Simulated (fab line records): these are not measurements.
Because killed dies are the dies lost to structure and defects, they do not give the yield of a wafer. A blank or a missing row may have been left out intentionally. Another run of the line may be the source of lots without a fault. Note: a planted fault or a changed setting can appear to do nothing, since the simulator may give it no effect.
fab line records | flow nand-harc
record: lots: 13 wafers: 39 last-day: 33
route steps=1302 shown A_ZERO_WELL@411 A_ONON_D1@427 END@1302
lots that met no fault: taken from a fault-free run of the same line
start-h: hours from the record's first day to the start of the lot's first wafer shown | wait-h: hours from the lot's prior step to this one | " unchanged from the row above | L1.1+2: a row that stands for several wafers | - no value, or no start was given | * or withheld: withheld | < > ~ a bound
route shown NAME@n: NAME is a module with steps in the file, n the number in the route of the first one | usual: the fault-free wafers' mean and standard deviation | same: alike in all rows | chamber/n: place in a boat | sites: the reading at each site | _std_site: how widely they spread, as a standard deviation | _edge_site: the outer-site mean with the inner-site mean subtracted | radius-mm: for every site, how far away it sits from the centre of the wafer | mask NAME#n: copy n | behind: tool/chamber where the wafer was last shaped | hold: cause of the lot's hold/its duration in hours/its outcome | device: the n, p or np transistor that did not switch | end of line: the same wafers' tests at the end of the route | a step given without rows: its recipe and nothing more | killed: dies that structure and defects cost at the first sort, which is not the same as the wafer's yield | map: the dies of a wafer, with x for killed, . for not killed, _ for no die there
set.NAME: the setting as run; set.NAME@STEP: as run at that earlier step | model.NAME: the simulator's own value behind a step, which no gauge read
one table for each step of the route and one row for each wafer, over a sample of lots
services: from which hour (start-h, from the record's first day; less than 0 if before it) a tool's chamber was out of use, for how many hours, and why
== steps ==
step: NHARC_A_ZERO_WELL_RTA_16
recipe: temp-c: 1000 time-s: 10
usual: lamp-power-pct: 30.3/0.62 lamp_zone_2_pct: 30.3/0.62 wafer_temp_C_max: 1005.4/1.5
columns lot.wafer tool chamber start-h wait-h lamp-power-pct lamp_zone_2_pct wafer_temp_C_max
L772.2 rtp-anneal-01 0 145.68 - 29.7 29.7 1003.8
L772.4 " 0 " " 29.7 29.7 1005.5
L772.6 " 0 " " 29.7 29.7 1003.2
L773.4 rtp-anneal-02 0 158.93 - 31.0 31.0 1008.8
L773.5 " 0 " " 30.9 31.0 1005.1
L773.6 " 0 " " 30.9 30.9 1006.8
L774.1 rtp-anneal-02 0 173.87 - 30.9 31.0 1005.9
L774.5 " 0 " " 31.0 31.0 1005.0
L774.6 " 0 " " 30.9 30.9 1007.9
L775.1 rtp-anneal-02 0 180.03 - 31.0 30.9 1007.4
L775.3 " 0 " " 31.0 31.0 1008.2
L775.5 " 0 " " 30.9 30.9 1007.5
L777.4 rtp-anneal-01 0 203.30 - 29.6 29.6 1005.6
L777.5 " 0 " " 29.6 29.6 1003.3
L777.6 " 0 " " 29.7 29.6 1005.1
L778.1 rtp-anneal-01 0 220.49 - 29.7 29.7 1004.1
L778.4 " 0 " " 29.7 29.7 1003.2
L778.5 " 0 " " 29.7 29.7 1005.2
L779.1 rtp-anneal-02 0 224.05 - 30.9 30.9 1005.9
L779.4 " 0 " " 30.9 31.0 1007.0
L779.5 " 0 " " 31.0 30.9 1007.6
L784.1 rtp-anneal-01 0 265.20 - 29.7 29.7 1005.1
L784.5 " 0 " " 29.7 29.6 1003.4
L784.6 " 0 " " 29.7 29.7 1004.3
L783.1 rtp-anneal-02 0 266.45 - 30.9 30.9 1005.7
L783.3 " 0 " " 30.9 30.9 1005.8
L783.5 " 0 " " 30.9 30.9 1006.8
L789.1 rtp-anneal-02 0 322.21 - 30.9 30.9 1008.2
L789.2 " 0 " " 30.9 30.9 1006.2
L789.4 " 0 " " 31.0 31.0 1006.4
L790.2 rtp-anneal-01 0 327.08 - 29.7 29.7 1005.1
L790.4 " 0 " " 29.7 29.7 1004.0
L790.6 " 0 " " 29.7 29.7 1003.7
L792.3 rtp-anneal-01 0 355.55 - 29.7 29.6 1004.2
L792.4 " 0 " " 29.7 29.7 1006.3
L792.5 " 0 " " 29.7 29.7 1005.7
L793.2 rtp-anneal-02 0 366.18 - 30.8 30.9 1007.4
L793.3 " 0 " " 30.9 30.9 1007.4
L793.5 " 0 " " 30.9 30.8 1007.5
step: NHARC_A_ONON_D1_THK_MEAS_05
recipe: thk-meas-gauge: ellipsometry
usual: thk-nm: 1000/12
columns lot.wafer tool chamber start-h wait-h thk-nm
L772.2 film-metro-02 - 167.86 - 986
L772.4 " - " " 986
L772.6 " - " " 986
L773.4 film-metro-01 - 180.88 - 1002
L773.5 " - " " 1003
L773.6 " - " " 1002
L774.1 film-metro-02 - 195.59 - 1000
L774.5 " - " " 999
L774.6 " - " " 1000
L775.1 film-metro-01 - 202.43 - 992
L775.3 " - " " 992
L775.5 " - " " 990
L777.4 film-metro-02 - 223.92 - 999
L777.5 " - " " 1002
L777.6 " - " " 1000
L778.1 film-metro-01 - 244.29 - 992
L778.4 " - " " 994
L778.5 " - " " 991
L779.1 film-metro-01 - 244.34 - 992
L779.4 " - " " 992
L779.5 " - " " 992
L784.1 film-metro-01 - 286.73 - 997
L784.5 " - " " 997
L784.6 " - " " 998
L783.1 film-metro-02 - 286.75 - 1015
L783.3 " - " " 1016
L783.5 " - " " 1015
L789.1 film-metro-02 - 343.50 - 1007
L789.2 " - " " 1007
L789.4 " - " " 1011
L790.2 film-metro-01 - 348.82 - 999
L790.4 " - " " 999
L790.6 " - " " 999
L792.3 film-metro-01 - 377.66 - 1021
L792.4 " - " " 1022
L792.5 " - " " 1020
L793.2 film-metro-01 - 387.50 - 991
L793.3 " - " " 991
L793.5 " - " " 992
step: NHARC_A_ONON_D1_DEP_06
recipe: target-thk-a: 10000 n2-flow-sccm: 2750 n2o-flow-sccm: 2000 nh3-flow-sccm: 500 sih4-flow-sccm: 210 temp-c: 400
usual: sih4-flow-sccm: 210.0/0.56
columns lot.wafer tool chamber start-h wait-h sih4-flow-sccm
L772.2 pecvd-onon-03 0 167.98 0.1 211.1
L772.4 " 0 " " 210.7
L772.6 " 0 " " 210.5
L773.4 pecvd-onon-01 0 181.11 0.2 210.1
L773.5 " 0 " " 210.9
L773.6 " 0 " " 209.4
L774.1 pecvd-onon-01 0 195.64 0.1 210.1
L774.5 " 0 " " 209.8
L774.6 " 0 " " 209.6
L775.1 pecvd-onon-03 0 202.48 0.1 210.3
L775.3 " 0 " " 210.0
L775.5 " 0 " " 210.7
L777.4 pecvd-onon-03 0 224.15 0.2 210.1
L777.5 " 0 " " 209.7
L777.6 " 0 " " 210.1
L778.1 pecvd-onon-04 0 244.35 0.1 210.3
L778.4 " 0 " " 209.7
L778.5 " 0 " " 210.2
L779.1 pecvd-onon-03 0 244.39 0.1 209.9
L779.4 " 0 " " 209.1
L779.5 " 0 " " 209.0
L784.1 pecvd-onon-04 0 286.79 0.1 209.1
L784.5 " 0 " " 208.4
L784.6 " 0 " " 208.7
L783.1 pecvd-onon-03 0 286.80 0.1 209.6
L783.3 " 0 " " 210.7
L783.5 " 0 " " 209.8
L789.1 pecvd-onon-03 0 343.56 0.1 210.4
L789.2 " 0 " " 209.4
L789.4 " 0 " " 209.9
L790.2 pecvd-onon-01 0 348.93 0.1 210.5
L790.4 " 0 " " 210.0
L790.6 " 0 " " 209.9
L792.3 pecvd-onon-03 0 377.84 0.2 209.4
L792.4 " 0 " " 209.8
L792.5 " 0 " " 209.5
L793.2 pecvd-onon-03 0 387.61 0.1 208.7
L793.3 " 0 " " 208.5
L793.5 " 0 " " 209.8
step: NHARC_A_ONON_D1_THK_MEAS_08
recipe: thk-meas-gauge: ellipsometry
usual: thk-nm: 1001/7
columns lot.wafer tool chamber start-h wait-h thk-nm
L772.2 film-metro-01 - 168.43 - 1013
L772.4 " - " " 1011
L772.6 " - " " 1011
L773.4 film-metro-01 - 181.44 - 1011
L773.5 " - " " 1012
L773.6 " - " " 1012
L774.1 film-metro-01 - 196.15 - 992
L774.5 " - " " 992
L774.6 " - " " 992
L775.1 film-metro-01 - 202.99 - 1003
L775.3 " - " " 1003
L775.5 " - " " 1003
L777.4 film-metro-02 - 224.48 - 998
L777.5 " - " " 998
L777.6 " - " " 999
L778.1 film-metro-02 - 244.86 - 999
L778.4 " - " " 1001
L778.5 " - " " 1000
L779.1 film-metro-01 - 244.91 - 1005
L779.4 " - " " 1005
L779.5 " - " " 1006
L784.1 film-metro-02 - 287.30 - 1008
L784.5 " - " " 1009
L784.6 " - " " 1007
L783.1 film-metro-01 - 287.31 - 986
L783.3 " - " " 680
L783.5 " - " " 985
L789.1 film-metro-01 - 344.07 - 1000
L789.2 " - " " 999
L789.4 " - " " 1000
L790.2 film-metro-01 - 349.38 - 1001
L790.4 " - " " 1001
L790.6 " - " " 1002
L792.3 film-metro-01 - 378.24 - 1001
L792.4 " - " " 1002
L792.5 " - " " 1004
L793.2 film-metro-01 - 388.07 - 990
L793.3 " - " " 989
L793.5 " - " " 989
step: NHARC_END_SORT_01
recipe: temp-c: 25
usual: killed-at-array: 59/20 killed-at-other: 0.8/1.1 killed-at-periphery: 5/3.1 killed-dies: 64/21 killed-open: 3.4/1.9 killed-short: 2.3/1.7
same: gross-dies: 677
columns lot.wafer tool chamber start-h wait-h killed-at-array killed-at-other killed-at-periphery killed-dies killed-open killed-short
L772.2 prober-02 0 561.56 2.8 22 1 0 23 2 2
L772.4 prober-02 0 563.16 3.4 17 0 2 19 2 3
L772.6 prober-02 0 564.76 4.0 20 0 3 23 2 3
L773.4 prober-02 0 576.62 3.4 91 1 4 96 2 1
L773.5 prober-02 0 577.42 3.7 76 1 4 81 6 2
L773.6 prober-02 0 578.22 4.0 68 0 4 72 2 1
L775.1 prober-01 0 587.49 2.5 21 1 6 28 9 0
L775.3 prober-01 0 589.09 3.1 22 0 2 24 2 2
L775.5 prober-01 0 590.69 3.7 20 0 2 22 3 2
L774.1 prober-02 0 587.54 2.5 63 0 2 65 1 2
L774.5 prober-02 0 590.76 3.7 71 1 4 76 1 3
L774.6 prober-02 0 591.57 4.0 60 2 4 66 4 1
L777.4 prober-02 0 612.23 3.4 38 0 4 42 3 0
L777.5 prober-02 0 613.03 3.7 43 1 4 48 6 1
L777.6 prober-02 0 613.83 4.0 47 1 2 50 7 2
L779.1 prober-02 0 634.51 2.5 62 0 3 65 3 2
L779.4 prober-02 0 636.93 3.4 61 0 3 64 2 1
L779.5 prober-02 0 637.74 3.7 58 1 4 63 6 2
L778.1 prober-01 0 645.57 2.5 43 0 0 43 1 2
L778.4 prober-01 0 647.96 3.4 52 0 1 53 3 1
L778.5 prober-01 0 648.75 3.7 43 0 1 44 4 0
L784.1 prober-01 0 689.54 2.5 59 0 2 61 1 2
L784.5 prober-01 0 692.75 3.7 72 0 13 85 2 6
L784.6 prober-01 0 693.55 4.0 72 0 9 81 3 3
L783.1 prober-02 0 689.56 2.5 45 0 4 49 0 3
L783.3 prober-02 0 691.15 3.1 671 2 4 677 4 3
L783.5 prober-02 0 692.74 3.7 56 3 5 64 5 4
L789.1 prober-02 0 745.83 2.5 69 1 10 80 2 4
L789.2 prober-02 0 746.62 2.8 73 5 8 86 5 1
L789.4 prober-02 0 748.21 3.4 74 1 16 91 5 2
L790.2 prober-01 0 750.44 2.8 69 1 5 75 0 1
L790.4 prober-01 0 752.03 3.4 79 0 7 86 4 3
L790.6 prober-01 0 753.63 4.0 85 2 6 93 3 1
L793.2 prober-01 0 781.16 2.9 50 1 2 53 1 1
L793.3 prober-01 0 781.96 3.2 44 0 7 51 6 3
L793.5 prober-01 0 783.57 3.7 61 0 6 67 2 1
L792.3 prober-02 0 781.88 3.1 55 2 5 62 6 1
L792.4 prober-02 0 782.69 3.4 59 4 4 67 6 0
L792.5 prober-02 0 783.49 3.7 74 1 4 79 2 7
killed by level:class
L772.2 A_CHANNEL_HOLE_D2:chamber-film-flake=8 A_CONTACT:chamber-film-flake=4 A_STAIRCASE:chamber-film-flake=3 A_ONON_D2:geometric-particle:open=2 A_WL_FILL:chamber-film-flake=2 A_CHANNEL_FILL_D2:geometric-particle:short=1 STARTING-WAFER:geometric-particle:short=1 A_ZERO_WELL:chamber-film-flake=1
L772.4 A_CONTACT:chamber-film-flake=4 A_CHANNEL_FILL_D2:geometric-particle:short=3 A_CHANNEL_HOLE_D1:chamber-film-flake=2 A_CHANNEL_HOLE_D2:chamber-film-flake=2 A_STAIRCASE:chamber-film-flake=2 A_WL_FILL:chamber-film-flake=2 P_M0:geometric-particle:open=1 A_CHANNEL_FILL_D2:geometric-particle:open=1
L772.6 A_ZERO_WELL:chamber-film-flake=5 A_CHANNEL_HOLE_D2:chamber-film-flake=3 A_STAIRCASE:chamber-film-flake=3 A_CONTACT:chamber-film-flake=3 A_CHANNEL_HOLE_D1:chamber-film-flake=2 P_GATE:geometric-particle:open=1 P_M0:geometric-particle:open=1 A_CHANNEL_FILL_D1:geometric-particle:short=1
L773.4 A_CHANNEL_HOLE_D1:chamber-film-flake=35 A_CHANNEL_HOLE_D2:chamber-film-flake=28 A_SLIT:chamber-film-flake=19 A_SGD_CUT:chamber-film-flake=3 A_WL_FILL:chamber-film-flake=2 A_DECK1_JOINT:geometric-particle:open=1 P_M0:chamber-film-flake=1 A_SGD_CUT:geometric-particle:short=1
L773.5 A_CHANNEL_HOLE_D1:chamber-film-flake=27 A_CHANNEL_HOLE_D2:chamber-film-flake=18 A_SLIT:chamber-film-flake=15 A_CONTACT:chamber-film-flake=4 P_CONTACT:geometric-particle:open=2 P_STI:chamber-film-flake=2 A_SGD_CUT:chamber-film-flake=2 A_CHANNEL_HOLE_D1:geometric-particle:open=1
L773.6 A_CHANNEL_HOLE_D1:chamber-film-flake=27 A_SLIT:chamber-film-flake=21 A_CHANNEL_HOLE_D2:chamber-film-flake=13 A_CONTACT:chamber-film-flake=3 P_GATE:chamber-film-flake=2 P_GATE:geometric-particle:open=1 A_CHANNEL_HOLE_D1:geometric-particle:short=1 A_BLC:geometric-particle:open=1
L775.1 A_CHANNEL_HOLE_D2:chamber-film-flake=7 A_CONTACT:chamber-film-flake=4 P_CONTACT:geometric-particle:open=3 A_CHANNEL_HOLE_D1:chamber-film-flake=3 A_ONON_D2:geometric-particle:open=2 P_GATE:chamber-film-flake=2 P_GATE:geometric-particle:open=1 A_SOURCE_PLATE:geometric-particle:open=1
L774.1 A_CHANNEL_HOLE_D2:chamber-film-flake=34 A_SLIT:chamber-film-flake=18 A_CONTACT:chamber-film-flake=5 A_STAIRCASE:chamber-film-flake=3 P_M0:geometric-particle:short=1 A_CHANNEL_FILL_D2:geometric-particle:short=1 A_WL_FILL:geometric-particle:open=1 P_GATE:chamber-film-flake=1
L775.3 A_CHANNEL_HOLE_D2:chamber-film-flake=12 A_CHANNEL_HOLE_D1:chamber-film-flake=3 A_SOURCE_PLATE:geometric-particle:short=1 A_ONON_D2:geometric-particle:short=1 A_CHANNEL_FILL_D2:geometric-particle:open=1 A_M0:geometric-particle:open=1 P_ZERO_WELL:chamber-film-flake=1 P_GATE:chamber-film-flake=1
L775.5 A_CHANNEL_HOLE_D2:chamber-film-flake=12 A_M0:geometric-particle:open=2 P_GATE:chamber-film-flake=2 A_CHANNEL_HOLE_D1:chamber-film-flake=2 A_SOURCE_PLATE:geometric-particle:open=1 A_SOURCE_PLATE:geometric-particle:short=1 A_CHANNEL_FILL_D1:geometric-particle:short=1 A_SLIT:chamber-film-flake=1
L774.5 A_CHANNEL_HOLE_D2:chamber-film-flake=28 A_SLIT:chamber-film-flake=27 A_CONTACT:chamber-film-flake=6 A_STAIRCASE:chamber-film-flake=4 P_GATE:chamber-film-flake=3 A_CHANNEL_HOLE_D1:chamber-film-flake=3 P_STI:geometric-particle:short=1 A_CHANNEL_HOLE_D2:geometric-particle:open=1
L774.6 A_CHANNEL_HOLE_D2:chamber-film-flake=27 A_SLIT:chamber-film-flake=24 P_GATE:chamber-film-flake=2 A_CHANNEL_HOLE_D1:chamber-film-flake=2 A_CONTACT:chamber-film-flake=2 THIN_TSV:chamber-film-flake=2 P_M0:geometric-particle:open=1 A_DECK1_JOINT:geometric-particle:open=1
L777.4 A_CHANNEL_HOLE_D2:chamber-film-flake=27 A_CONTACT:chamber-film-flake=6 P_M0:geometric-particle:open=2 P_ZERO_WELL:chamber-film-flake=2 A_CHANNEL_HOLE_D1:chamber-film-flake=2 A_CHANNEL_FILL_D2:geometric-particle:open=1 A_STAIRCASE:chamber-film-flake=1 A_SLIT:chamber-film-flake=1
L777.5 A_CHANNEL_HOLE_D2:chamber-film-flake=31 A_CONTACT:chamber-film-flake=4 P_M0:geometric-particle:open=2 A_CHANNEL_HOLE_D1:chamber-film-flake=2 A_STAIRCASE:chamber-film-flake=2 P_STI:geometric-particle:open=1 A_ONON_D1:geometric-particle:short=1 A_BLC:geometric-particle:open=1
L777.6 A_CHANNEL_HOLE_D2:chamber-film-flake=32 A_STAIRCASE:chamber-film-flake=3 A_CONTACT:chamber-film-flake=3 A_M0:geometric-particle:open=2 P_GATE:geometric-particle:open=1 P_M0:geometric-particle:open=1 A_SOURCE_PLATE:geometric-particle:open=1 A_ONON_D2:geometric-particle:open=1
L779.1 A_CHANNEL_HOLE_D1:chamber-film-flake=40 A_CHANNEL_HOLE_D2:chamber-film-flake=9 A_CONTACT:chamber-film-flake=4 A_WL_FILL:chamber-film-flake=3 P_CONTACT:geometric-particle:open=1 A_SOURCE_PLATE:geometric-particle:open=1 A_ONON_D1:geometric-particle:short=1 A_ONON_D1:geometric-particle:open=1
L779.4 A_CHANNEL_HOLE_D1:chamber-film-flake=35 A_CHANNEL_HOLE_D2:chamber-film-flake=11 A_CONTACT:chamber-film-flake=7 A_WL_FILL:chamber-film-flake=5 P_GATE:geometric-particle:open=1 A_SOURCE_PLATE:geometric-particle:short=1 A_ONON_D2:geometric-particle:open=1 P_ZERO_WELL:chamber-film-flake=1
L779.5 A_CHANNEL_HOLE_D1:chamber-film-flake=31 A_CHANNEL_HOLE_D2:chamber-film-flake=8 A_CONTACT:chamber-film-flake=8 A_CHANNEL_FILL_D1:geometric-particle:open=2 A_STAIRCASE:chamber-film-flake=2 P_CONTACT:geometric-particle:short=1 P_M0:geometric-particle:open=1 A_ONON_D1:geometric-particle:open=1
L778.1 A_CHANNEL_HOLE_D2:chamber-film-flake=32 A_CHANNEL_HOLE_D1:chamber-film-flake=3 A_WL_FILL:chamber-film-flake=2 A_CHANNEL_FILL_D1:geometric-particle:short=1 A_DECK1_JOINT:geometric-particle:short=1 A_CHANNEL_FILL_D2:geometric-particle:open=1 A_STAIRCASE:chamber-film-flake=1 A_SLIT:chamber-film-flake=1
L778.4 A_CHANNEL_HOLE_D2:chamber-film-flake=37 A_CHANNEL_HOLE_D1:chamber-film-flake=3 A_STAIRCASE:chamber-film-flake=3 A_SLIT:chamber-film-flake=3 A_CHANNEL_FILL_D1:geometric-particle:short=1 A_DECK1_JOINT:geometric-particle:open=1 A_WL_FILL:geometric-particle:open=1 A_CONTACT:geometric-particle:open=1
L778.5 A_CHANNEL_HOLE_D2:chamber-film-flake=29 A_CHANNEL_HOLE_D1:chamber-film-flake=6 A_STAIRCASE:chamber-film-flake=2 A_BONDPAD:chamber-film-flake=2 P_M1:geometric-particle:open=1 A_CHANNEL_FILL_D1:geometric-particle:open=1 A_CHANNEL_HOLE_D2:geometric-particle:open=1 A_WL_FILL:geometric-particle:open=1
L784.1 A_SLIT:chamber-film-flake=20 A_CHANNEL_HOLE_D2:chamber-film-flake=19 A_CHANNEL_HOLE_D1:chamber-film-flake=4 A_CONTACT:chamber-film-flake=4 A_WL_FILL:geometric-particle:short=2 P_CONTACT:chamber-film-flake=2 A_STAIRCASE:chamber-film-flake=2 A_SGD_CUT:chamber-film-flake=2
L783.1 A_SLIT:chamber-film-flake=18 A_CONTACT:chamber-film-flake=8 A_WL_FILL:chamber-film-flake=6 A_CHANNEL_HOLE_D1:chamber-film-flake=4 A_STAIRCASE:chamber-film-flake=3 A_M1:chamber-film-flake=3 P_GATE:geometric-particle:short=2 A_SLIT:geometric-particle:short=1
L783.3 A_ONON_D1:area-dep=628 A_SLIT:chamber-film-flake=20 A_CONTACT:chamber-film-flake=6 A_CHANNEL_HOLE_D1:chamber-film-flake=3 P_ZERO_WELL:chamber-film-flake=2 A_CHANNEL_HOLE_D2:chamber-film-flake=2 A_SGD_CUT:chamber-film-flake=2 A_WL_FILL:chamber-film-flake=2
L783.5 A_SLIT:chamber-film-flake=34 A_CHANNEL_HOLE_D1:chamber-film-flake=5 A_CONTACT:chamber-film-flake=5 A_WL_FILL:chamber-film-flake=3 P_M0:geometric-particle:open=2 A_DECK1_JOINT:geometric-particle:short=2 A_STAIRCASE:chamber-film-flake=2 A_SGD_CUT:chamber-film-flake=2
L784.5 A_SLIT:chamber-film-flake=26 A_CHANNEL_HOLE_D2:chamber-film-flake=20 P_CONTACT:chamber-film-flake=7 A_CHANNEL_HOLE_D1:chamber-film-flake=7 A_SGD_CUT:chamber-film-flake=6 P_BONDPAD:chamber-film-flake=4 A_CHANNEL_FILL_D1:geometric-particle:short=2 A_STAIRCASE:chamber-film-flake=2
L784.6 A_SLIT:chamber-film-flake=39 A_CHANNEL_HOLE_D2:chamber-film-flake=13 A_CHANNEL_HOLE_D1:chamber-film-flake=6 P_CONTACT:chamber-film-flake=4 A_SGD_CUT:chamber-film-flake=3 P_BONDPAD:chamber-film-flake=2 P_GATE:chamber-film-flake=2 A_STAIRCASE:chamber-film-flake=2
L789.1 A_SLIT:chamber-film-flake=33 A_CHANNEL_HOLE_D2:chamber-film-flake=17 A_CHANNEL_HOLE_D1:chamber-film-flake=6 P_M0:chamber-film-flake=4 A_CONTACT:chamber-film-flake=3 P_CONTACT:chamber-film-flake=2 A_STAIRCASE:chamber-film-flake=2 A_SGD_CUT:chamber-film-flake=2
L789.2 A_CHANNEL_HOLE_D2:chamber-film-flake=28 A_SLIT:chamber-film-flake=20 A_CHANNEL_HOLE_D1:chamber-film-flake=7 THIN_TSV:chamber-film-flake=5 P_M0:chamber-film-flake=4 A_ZERO_WELL:chamber-film-flake=4 A_WL_FILL:chamber-film-flake=3 P_ZERO_WELL:chamber-film-flake=2
L789.4 A_CHANNEL_HOLE_D2:chamber-film-flake=23 A_SLIT:chamber-film-flake=20 A_STAIRCASE:chamber-film-flake=8 A_CHANNEL_HOLE_D1:chamber-film-flake=7 P_CONTACT:chamber-film-flake=5 P_M0:chamber-film-flake=5 A_CONTACT:chamber-film-flake=4 A_WL_FILL:chamber-film-flake=3
L790.2 A_CHANNEL_HOLE_D1:chamber-film-flake=32 A_SLIT:chamber-film-flake=24 A_CONTACT:chamber-film-flake=6 A_WL_FILL:chamber-film-flake=3 P_CONTACT:chamber-film-flake=2 A_CHANNEL_FILL_D1:chamber-film-flake=2 A_CHANNEL_FILL_D2:geometric-particle:short=1 P_STI:chamber-film-flake=1
L790.4 A_CHANNEL_HOLE_D1:chamber-film-flake=32 A_SLIT:chamber-film-flake=22 A_CHANNEL_FILL_D1:chamber-film-flake=5 A_WL_FILL:chamber-film-flake=5 A_CONTACT:chamber-film-flake=5 P_M2:chamber-film-flake=4 A_BLC:geometric-particle:open=2 P_CONTACT:chamber-film-flake=2
L790.6 A_CHANNEL_HOLE_D1:chamber-film-flake=38 A_SLIT:chamber-film-flake=31 A_CONTACT:chamber-film-flake=4 A_WL_FILL:chamber-film-flake=3 P_M0:geometric-particle:open=2 A_CHANNEL_HOLE_D2:chamber-film-flake=2 A_STAIRCASE:chamber-film-flake=2 A_SGD_CUT:chamber-film-flake=2
L793.2 A_SLIT:chamber-film-flake=25 A_CHANNEL_HOLE_D1:chamber-film-flake=10 A_STAIRCASE:chamber-film-flake=8 A_CONTACT:chamber-film-flake=2 A_DECK1_JOINT:geometric-particle:short=1 A_M0:geometric-particle:open=1 P_STI:chamber-film-flake=1 P_GATE:chamber-film-flake=1
L792.3 A_CHANNEL_HOLE_D2:chamber-film-flake=30 A_CHANNEL_HOLE_D1:chamber-film-flake=13 A_CONTACT:chamber-film-flake=5 P_CONTACT:geometric-particle:open=3 A_CONTACT:geometric-particle:open=3 A_SLIT:chamber-film-flake=3 THIN_TSV:chamber-film-flake=2 A_BLC:geometric-particle:short=1
L793.3 A_SLIT:chamber-film-flake=18 A_CHANNEL_HOLE_D1:chamber-film-flake=8 A_STAIRCASE:chamber-film-flake=6 P_STI:chamber-film-flake=5 A_CONTACT:chamber-film-flake=4 P_CONTACT:geometric-particle:open=2 A_WL_FILL:geometric-particle:short=2 A_M0:geometric-particle:open=2
L792.4 A_CHANNEL_HOLE_D2:chamber-film-flake=25 A_CHANNEL_HOLE_D1:chamber-film-flake=18 A_SLIT:chamber-film-flake=6 THIN_TSV:chamber-film-flake=4 A_ONON_D1:geometric-particle:open=2 A_ONON_D2:geometric-particle:open=2 P_ZERO_WELL:chamber-film-flake=2 A_STAIRCASE:chamber-film-flake=2
L792.5 A_CHANNEL_HOLE_D2:chamber-film-flake=27 A_SLIT:chamber-film-flake=20 A_CHANNEL_HOLE_D1:chamber-film-flake=14 A_CONTACT:chamber-film-flake=6 A_ONON_D1:geometric-particle:short=2 A_CHANNEL_FILL_D1:geometric-particle:open=2 A_CHANNEL_FILL_D2:geometric-particle:short=2 P_GATE:chamber-film-flake=2
L793.5 A_SLIT:chamber-film-flake=28 A_CHANNEL_HOLE_D1:chamber-film-flake=16 A_STAIRCASE:chamber-film-flake=8 P_STI:chamber-film-flake=4 A_BLC:chamber-film-flake=3 P_GATE:chamber-film-flake=2 A_CONTACT:chamber-film-flake=2 A_ONON_D1:geometric-particle:open=1
== services ==
columns tool chamber start-h hours kind
pecvd-onon-04 - 130.20 13.0 pm
pecvd-onon-03 - 227.00 13.0 pm
pecvd-onon-01 - 269.23 13.0 pm
pecvd-onon-04 - 311.20 13.0 pm
pecvd-onon-04 - 364.00 3.1 repair
rtp-anneal-01 - 372.19 12.0 pm
== key ==
first-sign: step: NHARC_A_ONON_D1_THK_MEAS_08 reading: thk-nm direction: down sigmas: 46 usual: 1001 struck: 680
effect: step: NHARC_END_SORT_01 reading: killed-at-array direction: up sigmas: 31 usual: 59 struck: 671
more-kills-born-at: NHARC_A_ONON_D1_DEP_06@pecvd-onon-03: 628
met-at NHARC_A_ONON_D1_DEP_06
struck-lots L783
struck-wafers L783.3
later-rows-left-out L783.3
tester-left-out L783
not-acting-at NHARC_A_ZERO_WELL_RTA_16,NHARC_A_ONON_D1_THK_MEAS_05
onset-between 244.39 286.80
fault: kind: process-parameter-drift tool: pecvd-onon-03 chamber: - onset-h: 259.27 steps: NHARC_A_ONON_D1_DEP_06 channel: target-thk-a offset: * shape: step end-h: 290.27 scope: struck-wafers-only acts-in: * stated: *
tester-left-out: of these lots the tester's yield and bins aren't shown, on N5 and GAA mostly nor the transistor test; their killed dies are dies lost to structure and defects alone, not to doping, threshold or leakage, so they don't give the yield
later-rows-left-out: the simulator's readings of these wafers behind a module that went badly wrong aren't trusted and aren't shown, but for the sort
